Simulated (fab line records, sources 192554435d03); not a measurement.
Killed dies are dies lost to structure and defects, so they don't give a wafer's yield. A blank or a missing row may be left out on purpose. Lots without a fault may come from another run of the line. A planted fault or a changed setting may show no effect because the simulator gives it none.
fab line records | flow n5_finfet
record lots=5 wafers=15 last_day=17
route steps=1938 shown BEOL_M10@1529 BEOL_M11@1536
lots that met no fault: from a run of the same line without faults
start_h: hours from the record's first day to the start of the lot's first wafer shown | wait_h: hours since the lot's step before | " the same as in the row above | L1.1+2: a row that stands for several wafers | - no value, or no start given | * or withheld: withheld | < > ~ a bound
route shown NAME@n: a module of which the file shows steps, and the number in the route of the first | usual: mean/standard deviation of fault-free wafers | same: alike in all rows | chamber/n: place in a boat | sites: the reading at each site | _std_site: their standard deviation | _edge_site: outer sites' mean less inner sites' | radius_mm: how far each site lies from the wafer's centre | mask NAME#n: copy n | behind: the tool/chamber that last shaped the wafer | hold: why the lot was held/for how many hours/how that ended | device: the transistor (n, p or np) that didn't switch | end of line: the same wafers' tests at the end of the route | a step without rows: its recipe alone | killed: dies lost to structure and defects at the first sort, not the wafer's yield | map: a wafer's dies, x killed, . not, _ none there
set.NAME: the setting as run; set.NAME@STEP: as run at that earlier step | model.NAME: the simulator's own value behind a step, which no gauge read
lots at some steps of the route; a table a step, a row a wafer
services: from which hour (start_h, from the record's first day; less than 0 if before it) a tool's chamber was out of use, for how many hours, and why
## steps
# step N5_BEOL_M10_ANNEAL_51
# recipe temp_c=225 time_s=90 ambient=N2
# usual wafer_temp_C_max=226.35/0.3
# columns lot.wafer tool chamber start_h wait_h wafer_temp_C_max
L075.1 rtp_anneal-01 0 239.38 0.2 226.92
L075.2 " 0 " " 226.42
L075.4 " 0 " " 226.19
L081.2 rtp_anneal-02 0 275.94 0.2 226.33
L081.3 " 0 " " 225.99
L081.5 " 0 " " 226.21
L088.4 rtp_anneal-01 0 323.26 0.4 226.17
L088.5 " 0 " " 225.88
L088.6 " 0 " " 226.39
L090.1 rtp_anneal-01 0 327.33 0.2 226.19
L090.4 " 0 " " 226.40
L090.5 " 0 " " 226.95
L097.1 rtp_anneal-01 0 365.54 0.2 226.38
L097.3 " 0 " " 225.86
L097.6 " 0 " " 226.39
# step N5_BEOL_M10_CMP_52
# recipe stop_on=SiCOH_lowk t_overpolish_s=7 down_force_psi=1 platen_rpm=50 clearing_platen_down_force_psi=1.5 clearing_platen_rpm=50 post_cmp_clean=cu_alkaline target_thk_nm=140 clearing_platen_pad_velocity_m_s=0.99484 pad_velocity_m_s=0.99484
# usual barrier_field_endpoint_s=28.8/0.78 motor_current_A=5.9/0.64 overpolish_run_s=6.999/0.0094 time_to_endpoint_s=65/3.3
# same t_overpolish_s=7
# columns lot.wafer tool chamber start_h wait_h barrier_field_endpoint_s motor_current_A overpolish_run_s time_to_endpoint_s
L075.1 cmp-03 3 239.68 0.3 26.8 6.0 6.987 60
L075.2 " 0 " " 27.6 5.3 7.000 64
L075.4 " 1 " " 27.8 5.5 6.989 61
L081.2 cmp-04 0 276.27 0.3 30.0 5.3 7.006 69
L081.3 " 1 " " 30.1 6.0 6.988 67
L081.5 " 2 " " 29.4 6.7 7.001 64
L088.4 cmp-01 2 323.51 0.2 29.1 5.4 7.006 68
L088.6 " 0 " " 29.4 5.3 6.999 67
L088.5 " 1 " " 28.9 6.7 6.994 68
L090.4 cmp-01 1 327.67 0.2 30.1 6.5 7.006 67
L090.1 " 3 " " 29.4 7.4 7.014 66
L090.5 " 1 " " 29.4 6.4 6.981 67
L097.3 cmp-03 0 365.85 0.2 28.5 5.4 7.007 65
L097.1 " 2 " " 28.4 5.8 6.995 68
L097.6 " 0 " " 30.0 5.7 6.999 72
# step N5_BEOL_M10_THK_MEAS_53
# recipe thk_meas_gauge=xrf reads=Cu_of_BEOL_M10_ECD_50
# usual M10_THK=137/3.1
# columns lot.wafer tool chamber start_h wait_h M10_THK[nm]
L075.1 film_metro-02 - 239.97 - 138
L075.2 " - " " 139
L075.4 " - " " 135
L081.2 film_metro-02 - 276.49 - 135
L081.3 " - " " 139
L081.5 " - " " 134
L088.4 film_metro-02 - 323.73 - 141
L088.5 " - " " 141
L088.6 " - " " 134
L090.1 film_metro-02 - 327.93 - 136
L090.4 " - " " 136
L090.5 " - " " 141
L097.1 film_metro-02 - 366.15 - 138
L097.3 " - " " 137
L097.6 " - " " 139
# step N5_BEOL_M10_PRE_CLEAN_55
# recipe gas=NH3 time_s=15 temp_c=withheld rf_power_w=300
# columns lot.wafer tool chamber start_h wait_h
L075.1+2+4 pecvd-01 1,2,1 240.01 0.0
L081.2+3+5 pecvd-04 0,2,0 276.53 0.0
L088.4+5+6 pecvd-04 1,1,0 323.78 0.0
L090.1+4+5 pecvd-03 2,1,1 327.96 0.0
L097.1+3+6 pecvd-03 0,1,2 366.18 0.0
# step N5_BEOL_M10_DEP_56
# recipe material=SiCN target_thk_a=150 temp_c=withheld precursor=3MS/NH3 pressure_torr=3 rf_w=202 time_s=26.5
# usual chamber_pressure_Torr=3.000/0.0068 showerhead_plenum_p_Torr=3.668/0.014 throttle_valve_pct=8.9/0.51
# columns lot.wafer tool chamber start_h wait_h chamber_pressure_Torr showerhead_plenum_p_Torr throttle_valve_pct
L075.1 pecvd-01 1 240.03 0.0 3.009 3.661 8.3
L075.2 " 2 " " 2.995 3.657 8.3
L075.4 " 1 " " 3.002 3.671 8.3
L081.2 pecvd-04 0 276.55 0.0 2.984 3.670 9.5
L081.3 " 2 " " 2.998 3.671 8.8
L081.5 " 0 " " 2.994 3.673 9.9
L088.4 pecvd-04 1 323.83 0.0 3.000 3.669 9.0
L088.5 " 1 " " 2.996 3.677 9.2
L088.6 " 0 " " 2.996 3.688 9.8
L090.1 pecvd-03 2 328.00 0.0 2.995 3.641 8.4
L090.4 " 1 " " 3.008 3.685 9.0
L090.5 " 1 " " 3.004 3.679 8.9
L097.1 pecvd-03 0 366.21 0.0 2.997 3.675 9.2
L097.3 " 1 " " 3.001 3.675 9.4
L097.6 " 2 " " 2.996 3.638 8.1
# step N5_BEOL_M10_RS_MEAS_57
# recipe thk_meas_gauge=four-point-probe reads=Cu_of_BEOL_M10_ECD_50+Co_of_BEOL_M10_CVD_75+TaN_of_BEOL_M10_ALD_74
# usual M10_RS=0.152/0.0037
# columns lot.wafer tool chamber start_h wait_h M10_RS[ohm/sq]
L075.1 film_metro-01 - 240.11 0.1 0.150
L075.2 " - " " 0.151
L075.4 " - " " 0.154
L081.2 film_metro-01 - 276.64 0.1 0.154
L081.3 " - " " 0.150
L081.5 " - " " 0.156
L088.4 film_metro-01 - 323.90 0.1 0.149
L088.5 " - " " 0.149
L088.6 " - " " 0.157
L090.1 film_metro-02 - 328.10 0.1 0.155
L090.4 " - " " 0.155
L090.5 " - " " 0.150
L097.1 film_metro-01 - 366.28 0.1 0.149
L097.3 " - " " 0.150
L097.6 " - " " 0.149
# step N5_BEOL_M10_INSPECT_58
# recipe inspect_instrument=darkfield mode=post_dep
# usual raw_defect_count=76/24
# columns lot.wafer tool chamber start_h wait_h raw_defect_count
L075.1 defect_inspect-01 - 240.13 0.0 52
L075.2 " - " " 104
L075.4 " - " " 101
L081.2 defect_inspect-02 - 276.67 0.0 93
L081.3 " - " " 70
L081.5 " - " " 89
L088.4 defect_inspect-01 - 323.93 0.0 112
L088.5 " - " " 73
L088.6 " - " " 67
L090.1 defect_inspect-02 - 328.12 0.0 72
L090.4 " - " " 72
L090.5 " - " " 47
L097.1 defect_inspect-02 - 366.31 0.0 86
L097.3 " - " " 57
L097.6 " - " " 34
# step N5_BEOL_M11_ILD_DEP_00
# recipe material=SiCOH_lowk target_thk_a=3085.1 temp_c=300 precursor=DEMS/porogen pressure_torr=5 rf_w=500 time_s=58
# usual chamber_pressure_Torr=5.001/0.011 heater_power_outer_w=151/40 heater_power_w=325/58 showerhead_plenum_p_Torr=5.747/0.0094 throttle_valve_pct=13.9/0.79
# columns lot.wafer tool chamber start_h wait_h chamber_pressure_Torr heater_power_outer_w heater_power_w showerhead_plenum_p_Torr throttle_valve_pct
L075.1 pecvd-02 2 240.17 0.0 4.998 97 270 5.750 14.1
L075.2 " 0 " " 4.989 205 409 5.746 15.3
L075.4 " 2 " " 4.996 103 275 5.735 14.1
L081.2 pecvd-04 1 276.70 0.0 4.997 161 345 5.753 14.0
L081.3 " 0 " " 4.980 156 316 5.748 14.7
L081.5 " 0 " " 4.992 156 311 5.761 14.3
L088.4 pecvd-02 1 323.99 0.1 5.005 179 366 5.744 12.9
L088.5 " 0 " " 4.991 237 443 5.753 14.9
L088.6 " 2 " " 5.004 85 253 5.740 14.3
L090.1 pecvd-01 0 328.16 0.0 4.981 118 237 5.770 14.5
L090.4 " 1 " " 5.009 117 279 5.747 12.5
L090.5 " 2 " " 5.006 154 324 5.742 13.1
L097.1 pecvd-01 1 366.34 0.0 4.996 153 333 5.741 12.5
L097.3 " 1 " " 5.016 156 329 5.747 12.9
L097.6 " 1 " " 5.001 165 340 5.754 12.4
# step N5_BEOL_M11_CURE_71
# recipe temp_c=385 time_s=240 ambient=He/Ar material=SiCOH_lowk
# usual lamp_power_pct=52.30/0.056 wafer_temp_C_max=386.9/0.76
# columns lot.wafer tool chamber start_h wait_h lamp_power_pct wafer_temp_C_max
L075.1 uv_cure-01 2 240.25 0.0 52.35 388.5
L075.2 " 2 " " 52.24 387.0
L075.4 " 2 " " 52.28 388.1
L081.2 uv_cure-02 2 276.86 0.1 52.35 387.3
L081.3 " 2 " " 52.44 386.6
L081.5 " 2 " " 52.33 386.9
L088.4 uv_cure-01 0 324.28 0.3 52.31 385.9
L088.5 " 0 " " 52.28 386.0
L088.6 " 0 " " 52.31 386.0
L090.1 uv_cure-01 0 328.24 0.0 52.35 386.2
L090.4 " 0 " " 52.28 386.3
L090.5 " 0 " " 52.33 386.0
L097.1 uv_cure-02 1 366.71 0.3 52.29 387.7
L097.3 " 1 " " 52.23 387.5
L097.6 " 1 " " 52.35 387.4
# step N5_BEOL_M11_THK_MEAS_01
# recipe reads=SiCOH_lowk_of_BEOL_M11_ILD_DEP_00
# usual M11_ILD_THK=267/3.6
# columns lot.wafer tool chamber start_h wait_h M11_ILD_THK[nm]
L075.1 film_metro-02 - 240.76 0.4 262
L075.2 " - " " 269
L075.4 " - " " 269
L081.2 film_metro-01 - 277.29 0.4 263
L081.3 " - " " 264
L081.5 " - " " 267
L088.4 film_metro-02 - 324.55 0.2 270
L088.5 " - " " 269
L088.6 " - " " 265
L090.1 film_metro-02 - 328.75 0.4 267
L090.4 " - " " 271
L090.5 " - " " 268
L097.1 film_metro-02 - 367.23 0.4 272
L097.3 " - " " 273
L097.6 " - " " 278
# step N5_BEOL_M11_PECVD_70
# recipe material=SiO2 target_thk_a=200 temp_c=400 precursor=TEOS/O2 pressure_torr=5.5 rf_w=450 teos_flow_sccm=53.8 gas=O2 flow_sccm=3000 time_s=22.7
# usual chamber_pressure_Torr=5.500/0.012 heater_power_outer_w=435/62 heater_power_w=736/90 showerhead_plenum_p_Torr=8.81/0.031 throttle_valve_pct=22.3/1.3
# columns lot.wafer tool chamber start_h wait_h chamber_pressure_Torr heater_power_outer_w heater_power_w showerhead_plenum_p_Torr throttle_valve_pct
L075.1 pecvd-04 0 240.80 0.0 5.498 373 649 8.84 23.5
L075.2 " 2 " " 5.517 459 749 8.83 21.7
L075.4 " 0 " " 5.510 381 638 8.85 23.4
L081.2 pecvd-04 1 277.33 0.0 5.498 422 747 8.82 22.4
L081.3 " 0 " " 5.512 445 758 8.83 23.5
L081.5 " 0 " " 5.503 451 740 8.84 23.8
L088.4 pecvd-01 1 324.61 0.1 5.504 422 714 8.78 20.2
L088.5 " 2 " " 5.493 418 687 8.75 20.9
L088.6 " 0 " " 5.511 393 613 8.84 23.7
L090.1 pecvd-04 1 328.79 0.0 5.495 452 767 8.80 22.4
L090.4 " 0 " " 5.488 379 648 8.86 23.7
L090.5 " 2 " " 5.507 378 659 8.83 21.7
L097.1 pecvd-01 0 367.26 0.0 5.497 407 597 8.86 23.3
L097.3 " 0 " " 5.517 391 610 8.85 23.4
L097.6 " 1 " " 5.516 470 790 8.78 20.3
# step N5_BEOL_M11_HM_DEP_02
# recipe material=TiN target_thk_a=200 temp_c=25 chamber_pressure_pa=0.49996
# usual throttle_valve_pct=29.9/1.2
# columns lot.wafer tool chamber start_h wait_h throttle_valve_pct
L075.1 pvd_sputter-01 - 241.20 0.4 32.0
L075.2 " - " " 28.8
L075.4 " - " " 27.6
L081.2 pvd_sputter-03 - 278.90 1.5 29.5
L081.3 " - " " 30.0
L081.5 " - " " 30.2
L088.4 pvd_sputter-01 - 325.41 0.8 27.8
L088.5 " - " " 32.0
L088.6 " - " " 30.9
L090.1 pvd_sputter-01 - 329.97 1.2 31.2
L090.4 " - " " 29.0
L090.5 " - " " 27.9
L097.1 pvd_sputter-01 - 368.21 0.9 31.9
L097.3 " - " " 29.1
L097.6 " - " " 32.0
# step N5_BEOL_M11_COAT_59
# recipe resist=SOC temp_c=250 time_s=60 spin_rpm=1500 resist_thk_nm=100
# usual heater_power_total_W=500.6/1.8
# columns lot.wafer tool chamber start_h wait_h heater_power_total_W
L075.1 litho_track-02 0 241.32 0.1 497.7
L075.2 " 0 " " 498.3
L075.4 " 0 " " 502.6
L081.2 litho_track-02 0 279.02 0.1 500.1
L081.3 " 0 " " 499.4
L081.5 " 0 " " 497.8
L088.4 litho_track-02 0 325.54 0.1 502.9
L088.5 " 0 " " 498.5
L088.6 " 0 " " 502.1
L090.1 litho_track-01 0 330.10 0.1 502.2
L090.4 " 0 " " 499.5
L090.5 " 0 " " 502.2
L097.1 litho_track-01 0 368.34 0.1 501.1
L097.3 " 0 " " 499.3
L097.6 " 0 " " 503.0
# step N5_BEOL_M11_COAT_60
# recipe resist=SiARC temp_c=220 time_s=60 spin_rpm=1500 resist_thk_nm=30
# usual heater_power_total_W=427.7/2.2
# columns lot.wafer tool chamber start_h wait_h heater_power_total_W
L075.1 litho_track-02 0 - - 425.5
L075.2 " 0 " " 429.6
L075.4 " 0 " " 425.6
L081.2 litho_track-02 0 - - 428.6
L081.3 " 0 " " 425.3
L081.5 " 0 " " 426.5
L088.4 litho_track-02 0 - - 428.6
L088.5 " 0 " " 430.1
L088.6 " 0 " " 430.6
L090.1 litho_track-01 0 - - 426.1
L090.4 " 0 " " 428.9
L090.5 " 0 " " 425.2
L097.1 litho_track-01 0 - - 425.6
L097.3 " 0 " " 429.3
L097.6 " 0 " " 424.0
# step N5_BEOL_M11_COAT_05
# recipe resist=CAR-ArF spin_rpm=1500 resist_thk_nm=90
# columns lot.wafer tool chamber start_h wait_h
L075.1+2+4 litho_track-02 0 - -
L081.2+3+5 litho_track-02 0 - -
L088.4+5+6 litho_track-02 0 - -
L090.1+4+5 litho_track-01 0 - -
L097.1+3+6 litho_track-01 0 - -
# step N5_BEOL_M11_EBR_07
# recipe solvent=PGMEA ebr_width_mm=1.5
# columns lot.wafer tool chamber start_h wait_h
L075.1+2+4 litho_track-02 0 - -
L081.2+3+5 litho_track-02 0 - -
L088.4+5+6 litho_track-02 0 - -
L090.1+4+5 litho_track-01 0 - -
L097.1+3+6 litho_track-01 0 - -
# step N5_BEOL_M11_SOFTBAKE_06
# recipe temp_c=110 time_s=60 resist=CAR-ArF
# usual heater_power_total_W=175.3/1.6
# columns lot.wafer tool chamber start_h wait_h heater_power_total_W
L075.1 litho_track-02 0 - - 175.5
L075.2 " 0 " " 175.0
L075.4 " 0 " " 173.0
L081.2 litho_track-02 0 - - 174.2
L081.3 " 0 " " 173.2
L081.5 " 0 " " 173.1
L088.4 litho_track-02 0 - - 172.9
L088.5 " 0 " " 177.1
L088.6 " 0 " " 177.2
L090.1 litho_track-01 0 - - 173.8
L090.4 " 0 " " 176.8
L090.5 " 0 " " 175.7
L097.1 litho_track-01 0 - - 177.4
L097.3 " 0 " " 173.8
L097.6 " 0 " " 174.3
# step N5_BEOL_M11_EXPOSE_08
# recipe mask_id=M11 na=1.35 source_shape=dipole sigma_inner=0.411 sigma_outer=0.611 polarization=te dose_mj=53.75
# columns lot.wafer tool chamber start_h wait_h mask
L075.1+2+4 arfi_scanner-03 0 241.44 - M11#0
L081.2+3+5 arfi_scanner-03 0 279.15 - M11#0
L088.4+5+6 arfi_scanner-02 0 325.80 - M11#0
L090.1+4+5 arfi_scanner-03 0 330.34 - M11#0
L097.1+3+6 arfi_scanner-03 0 368.58 - M11#0
# step N5_BEOL_M11_PEB_09
# recipe peb_temp_c=withheld peb_time_s=60 resist=CAR-ArF
# columns lot.wafer tool chamber start_h wait_h
L075.1+2+4 litho_track-01 0 241.50 0.1
L081.2+3+5 litho_track-02 0 279.20 0.0
L088.4+5+6 litho_track-01 0 325.85 0.0
L090.1+4+5 litho_track-01 0 330.40 0.1
L097.1+3+6 litho_track-02 0 368.64 0.1
# step N5_BEOL_M11_DEVELOP_10
# recipe develop_time_s=30 developer=TMAH resist=CAR-ArF rinse_liquid=diw dry=air_spin dev_temp_c=23
# columns lot.wafer tool chamber start_h wait_h
L075.1+2+4 litho_track-01 0 - -
L081.2+3+5 litho_track-02 0 - -
L088.4+5+6 litho_track-01 0 - -
L090.1+4+5 litho_track-01 0 - -
L097.1+3+6 litho_track-02 0 - -
# step N5_BEOL_M11_CD_MEAS_11
# recipe target_cd_nm=64.1 landing_energy_ev=500 detector=se_inlens polarity=opening
# usual cd_nm=64.0/0.57
# columns lot.wafer tool chamber start_h wait_h cd_nm
L075.1 cd_sem-02 0 241.57 - 65.0
L075.2 " 0 " " 64.5
L075.4 " 0 " " 64.2
L081.2 cd_sem-03 0 279.27 - 63.6
L081.3 " 0 " " 63.8
L081.5 " 0 " " 63.4
L088.4 cd_sem-01 0 325.91 - 63.8
L088.5 " 0 " " 63.5
L088.6 " 0 " " 63.7
L090.1 cd_sem-01 0 330.46 - 63.7
L090.4 " 0 " " 63.0
L090.5 " 0 " " 63.8
L097.1 cd_sem-01 0 368.71 - 64.8
L097.3 " 0 " " 64.3
L097.6 " 0 " " 65.0
# step N5_BEOL_M11_OVL_MEAS_12
# recipe points_per_wafer=44
# usual M11_OVL=0.2/0.96
# columns lot.wafer tool chamber start_h wait_h M11_OVL[nm]
L075.1 overlay-01 0 241.60 0.0 1.7
L075.2 " 0 " " 1.8
L075.4 " 0 " " 1.8
L081.2 overlay-02 0 279.30 0.0 0.4
L081.3 " 0 " " 0.3
L081.5 " 0 " " -0.5
L088.4 overlay-02 0 325.94 0.0 -1.1
L088.5 " 0 " " -1.1
L088.6 " 0 " " 0.3
L090.1 overlay-02 0 330.50 0.0 0.0
L090.4 " 0 " " 0.8
L090.5 " 0 " " 0.9
L097.1 overlay-02 0 368.74 0.0 -1.7
L097.3 " 0 " " -0.1
L097.6 " 0 " " 0.1
# step N5_BEOL_M11_INSPECT_13
# recipe mode=adi inspect_instrument=brightfield
# usual raw_defect_count=439/110
# columns lot.wafer tool chamber start_h wait_h raw_defect_count
L075.1 defect_inspect-02 - 241.62 0.0 349
L075.2 " - " " 534
L075.4 " - " " 483
L081.2 defect_inspect-02 - 279.32 0.0 334
L081.3 " - " " 418
L081.5 " - " " 465
L088.4 defect_inspect-02 - 325.96 0.0 453
L088.5 " - " " 320
L088.6 " - " " 268
L090.1 defect_inspect-01 - 330.52 0.0 396
L090.4 " - " " 536
L090.5 " - " " 435
L097.1 defect_inspect-01 - 368.76 0.0 502
L097.3 " - " " 388
L097.6 " - " " 376
# step N5_BEOL_M11_DESCUM_16
# recipe chemistry=O2 time_s=7.9 source_power_w=50 bias_power_w=20 pressure_mtorr=20 rf_frequency_hz=2.712e+07 temp_c=40 resist=CAR-ArF o2_flow_sccm=225
# usual bias_power_w=20.00/0.057 drypump_motor_current_A=5.3/0.49 oes_product_au=0.83/0.092 rf_vpp_V=243.6/1.6 showerhead_plenum_p_Torr=2.12/0.076 temp_c=40.01/0.1 throttle_valve_pct=20.42/0.25
# columns lot.wafer tool chamber start_h wait_h bias_power_w drypump_motor_current_A oes_product_au rf_hours_counter_h rf_vpp_V showerhead_plenum_p_Torr temp_c throttle_valve_pct
L075.1 rie_diel-02 0 241.92 0.3 19.98 5.8 0.91 37 244.4 2.22 39.89 20.22
L075.2 " 3 " " 20.02 5.9 0.95 15 243.4 2.15 40.06 20.40
L075.4 " 0 " " 19.92 5.8 0.91 - 245.3 2.22 40.02 20.22
L081.2 rie_diel-02 3 279.45 0.1 19.90 5.9 0.92 26 243.8 2.14 40.11 20.39
L081.3 " 1 " " 20.05 6.0 0.92 7 245.4 2.25 40.02 20.03
L081.5 " 2 " " 20.05 5.6 0.67 - 245.0 2.16 39.94 20.77
L088.4 rie_diel-02 1 326.13 0.2 20.04 6.0 0.88 25 244.9 2.25 40.08 20.05
L088.5 " 1 " " 19.97 6.0 0.89 - 244.3 2.25 40.21 20.04
L088.6 " 0 " " 20.05 5.8 0.87 - 245.3 2.21 39.98 20.26
L090.1 rie_diel-06 3 331.11 0.6 19.95 4.8 0.97 6 244.9 2.15 40.02 20.08
L090.4 " 2 " " 19.98 4.7 0.85 42 246.0 2.19 39.89 20.31
L090.5 " 0 " " 20.01 4.8 0.71 - 242.2 1.97 40.10 20.71
L097.1 rie_diel-04 2 368.80 0.0 19.97 5.2 0.79 97 245.2 2.12 39.95 20.24
L097.3 " 3 " " 19.99 5.8 0.93 10 245.3 2.17 40.09 20.74
L097.6 " 3 " " 20.00 5.9 0.94 - 242.7 2.17 39.97 20.77
# step N5_BEOL_M11_ETCH_61
# recipe chemistry=CF4 target=SiARC target_depth_a=390 mask_material=CAR-ArF time_s=65 ion_energy_ev=80 pressure_mtorr=40 source_w=545 bias_w=36 Ar_flow_sccm=100 cf4_flow_sccm=100 ends=cleared
# usual drypump_motor_current_A=5.3/0.49 etch_rf_on_time_s=63.9/1.5 oes_product_au=0.71/0.08 rf_vpp_V=184.3/1.3 showerhead_plenum_p_Torr=2.17/0.078 throttle_valve_pct=15.56/0.26
# columns lot.wafer tool chamber start_h wait_h drypump_motor_current_A etch_rf_on_time_s oes_product_au rf_hours_counter_h rf_vpp_V showerhead_plenum_p_Torr throttle_valve_pct
L075.1 rie_diel-02 0 241.95 0.0 5.8 63.5 0.77 37 184.8 2.26 15.37
L075.2 " 3 " " 5.9 65.5 0.80 15 184.3 2.18 15.43
L075.4 " 0 " " 5.8 63.1 0.77 - 185.9 2.26 15.39
L081.2 rie_diel-02 3 279.48 0.0 5.9 65.2 0.78 26 183.9 2.18 15.46
L081.3 " 1 " " 6.0 66.5 0.79 7 184.7 2.27 15.07
L081.5 " 2 " " 5.5 65.6 0.58 - 185.3 2.21 16.01
L088.4 rie_diel-02 1 326.16 0.0 6.0 66.3 0.76 25 186.1 2.27 15.12
L088.5 " 1 " " 6.0 66.5 0.76 - 186.3 2.27 15.11
L088.6 " 0 " " 5.8 63.2 0.73 - 184.7 2.25 15.44
L090.1 rie_diel-06 3 331.15 0.0 4.8 62.3 0.83 6 185.0 2.19 15.21
L090.4 " 2 " " 4.7 63.6 0.74 42 185.6 2.26 15.58
L090.5 " 0 " " 4.8 64.6 0.60 - 180.6 2.03 15.97
L097.1 rie_diel-04 2 368.83 0.0 5.2 64.0 0.68 97 184.6 2.15 15.34
L097.3 " 3 " " 5.8 66.9 0.79 10 185.3 2.19 15.71
L097.6 " 3 " " 5.9 66.8 0.78 - 183.3 2.19 15.68
# step N5_BEOL_M11_ETCH_62
# recipe chemistry=N2/H2 target=SOC target_depth_a=1100 overetch_a=220 mask_material=SiARC temp_c=40 time_s=165 ion_energy_ev=200 pressure_mtorr=30 source_w=840 bias_w=150 n2_flow_sccm=200 h2_flow_sccm=200
# usual drypump_motor_current_A=5.3/0.49 oes_product_au=0.70/0.074 rf_vpp_V=524.9/2.8 showerhead_plenum_p_Torr=2.57/0.1 temp_c=40.00/0.098 throttle_valve_pct=17.78/0.28
# columns lot.wafer tool chamber start_h wait_h drypump_motor_current_A oes_product_au rf_hours_counter_h rf_vpp_V showerhead_plenum_p_Torr temp_c throttle_valve_pct
L075.1 rie_diel-02 0 242.00 0.0 5.8 0.75 37 526.7 2.70 40.09 17.63
L075.2 " 3 " " 5.9 0.79 15 524.8 2.61 39.92 17.90
L075.4 " 0 " " 5.8 0.74 - 528.5 2.70 40.13 17.62
L081.2 rie_diel-02 3 279.53 0.0 5.9 0.77 27 526.2 2.60 40.12 17.93
L081.3 " 1 " " 6.0 0.81 7 528.4 2.68 40.06 17.01
L081.5 " 2 " " 5.5 0.58 - 525.2 2.62 40.24 18.14
L088.4 rie_diel-02 1 326.21 0.0 6.0 0.76 25 529.0 2.68 40.11 17.02
L088.5 " 1 " " 6.0 0.77 - 527.0 2.68 39.96 17.02
L088.6 " 0 " " 5.9 0.71 - 527.7 2.68 39.86 17.66
L090.1 rie_diel-06 3 331.20 0.0 4.8 0.81 6 526.3 2.62 39.96 17.54
L090.4 " 2 " " 4.6 0.72 42 528.4 2.70 39.93 17.92
L090.5 " 0 " " 4.8 0.60 - 520.0 2.40 40.11 18.07
L097.1 rie_diel-04 2 368.88 0.0 5.3 0.67 97 526.0 2.57 39.81 17.73
L097.3 " 3 " " 5.9 0.78 10 525.8 2.58 40.03 17.80
L097.6 " 3 " " 5.9 0.79 - 525.1 2.58 39.96 17.81
# step N5_BEOL_M11_STRIP_68
# recipe chemistry=N2/H2 temp_c=40 n2_flow_sccm=200 h2_flow_sccm=200 rf_frequency_hz=6e+07
# columns lot.wafer tool chamber start_h wait_h
L075.1+2+4 rie_diel-02 0,3,0 242.14 0.1
L081.2+3+5 rie_diel-02 3,1,2 279.67 0.1
L088.4+5+6 rie_diel-02 1,1,0 326.35 0.1
L090.1+4+5 rie_diel-06 3,2,0 331.33 0.1
L097.1+3+6 rie_diel-04 2,3,3 369.02 0.1
# step N5_BEOL_M11_STRIP_67
# recipe chemistry=CF4 resist=SiARC power_w=300 bias_power_w=75 pressure_mtorr=50 cf4_flow_sccm=150 rf_frequency_hz=6e+07
# usual bias_power_w=74.97/0.21 drypump_motor_current_A=5.3/0.49 oes_product_au=0.82/0.087 rf_vpp_V=271.5/1.6 showerhead_plenum_p_Torr=1.82/0.063 throttle_valve_pct=13.53/0.28
# columns lot.wafer tool chamber start_h wait_h bias_power_w drypump_motor_current_A oes_product_au rf_hours_counter_h rf_vpp_V showerhead_plenum_p_Torr throttle_valve_pct
L075.1 rie_diel-02 0 242.15 0.0 74.96 5.8 0.88 37 274.2 1.91 13.39
L075.2 " 3 " " 74.77 5.9 0.93 15 271.0 1.82 13.37
L075.4 " 0 " " 74.73 5.9 0.88 - 273.0 1.91 13.37
L081.2 rie_diel-02 3 279.68 0.0 75.09 5.9 0.91 27 272.0 1.82 13.39
L081.3 " 1 " " 75.08 6.0 0.94 7 275.3 1.89 12.99
L081.5 " 2 " " 75.09 5.5 0.69 - 272.6 1.84 13.99
L088.4 rie_diel-02 1 326.36 0.0 75.07 6.0 0.90 25 272.6 1.89 13.04
L088.5 " 1 " " 74.91 6.0 0.89 - 273.0 1.89 13.05
L088.6 " 0 " " 75.01 5.8 0.85 - 272.7 1.90 13.45
L090.1 rie_diel-06 3 331.34 0.0 74.90 4.8 0.96 6 273.0 1.84 13.18
L090.4 " 2 " " 75.41 4.7 0.85 42 273.8 1.90 13.51
L090.5 " 0 " " 75.06 4.8 0.71 - 269.4 1.71 13.99
L097.1 rie_diel-04 2 369.03 0.0 74.88 5.2 0.80 97 272.3 1.80 13.32
L097.3 " 3 " " 74.92 5.8 0.92 10 271.2 1.84 13.60
L097.6 " 3 " " 74.92 5.8 0.92 - 271.6 1.84 13.61
# step N5_BEOL_M11_HM_OPEN_17
# recipe chemistry=Cl2/BCl3 target_depth_a=200 overetch_a=60 target=TiN mask_material=SOC ion_energy_ev=150 pressure_mtorr=10 icp_w=1000 bias_w=126 Cl2_flow_sccm=53.25 bcl3_flow_sccm=21.75 Ar_flow_sccm=25
# usual bcl3_flow_sccm=21.75/0.07 drypump_motor_current_A=6.2/0.44 oes_product_au=0.67/0.093 throttle_valve_pct=22.04/0.13
# columns lot.wafer tool chamber start_h wait_h bcl3_flow_sccm drypump_motor_current_A oes_product_au rf_hours_counter_h throttle_valve_pct
L075.1 rie_metal-03 1 242.20 0.0 21.67 6.5 0.70 27 21.86
L075.2 " 0 " " 21.89 5.4 0.61 66 22.20
L075.4 " 1 " " 21.76 6.4 0.70 - 21.82
L081.2 rie_metal-02 0 279.72 0.0 21.82 5.8 0.55 98 22.18
L081.3 " 0 " " 21.76 5.8 0.54 - 22.20
L081.5 " 0 " " 21.76 5.8 0.55 - 22.17
L088.4 rie_metal-01 1 326.43 0.1 21.64 6.6 0.78 - 21.88
L088.5 " 1 " " 21.64 6.6 0.76 - 21.90
L088.6 " 0 " " 21.76 6.3 0.82 - 22.02
L090.1 rie_metal-01 1 331.38 0.0 21.84 6.5 0.75 13 21.91
L090.4 " 0 " " 21.72 6.3 0.81 - 22.00
L090.5 " 0 " " 21.74 6.3 0.81 - 22.01
L097.1 rie_metal-03 1 369.07 0.0 21.70 6.5 0.67 41 21.87
L097.3 " 0 " " 21.67 5.4 0.60 - 22.18
L097.6 " 1 " " 21.73 6.5 0.67 - 21.87
## services
# columns tool chamber start_h hours kind
arfi_scanner-03 - 221.94 0.7 repair
rie_diel-06 1 224.30 2.0 repair
uv_cure-01 - 226.08 0.4 repair
pecvd-04 - 226.86 0.3 repair
arfi_scanner-03 - 229.68 1.3 pm
arfi_scanner-03 - 237.54 1.0 pm
rie_diel-04 0 239.88 1.8 repair
rie_diel-02 1 252.83 7.7 repair
arfi_scanner-03 - 259.81 0.7 repair
rtp_anneal-01 - 281.29 5.8 pm
rie_diel-06 2 287.31 3.1 repair
arfi_scanner-03 - 294.16 0.8 pm
arfi_scanner-03 - 297.23 1.0 pm
pecvd-04 - 305.06 0.7 repair
pecvd-04 1 311.86 2.0 repair
pecvd-04 2 321.50 4.9 repair
arfi_scanner-03 - 328.68 0.3 repair
rie_diel-06 3 340.10 5.4 repair
pecvd-01 - 343.73 6.1 repair
pecvd-03 - 346.86 1.4 repair
rie_diel-02 3 348.83 14.2 repair
arfi_scanner-03 - 355.18 1.3 pm
pecvd-01 2 356.82 17.4 repair
rie_diel-06 3 361.08 4.9 repair
## key
fault none
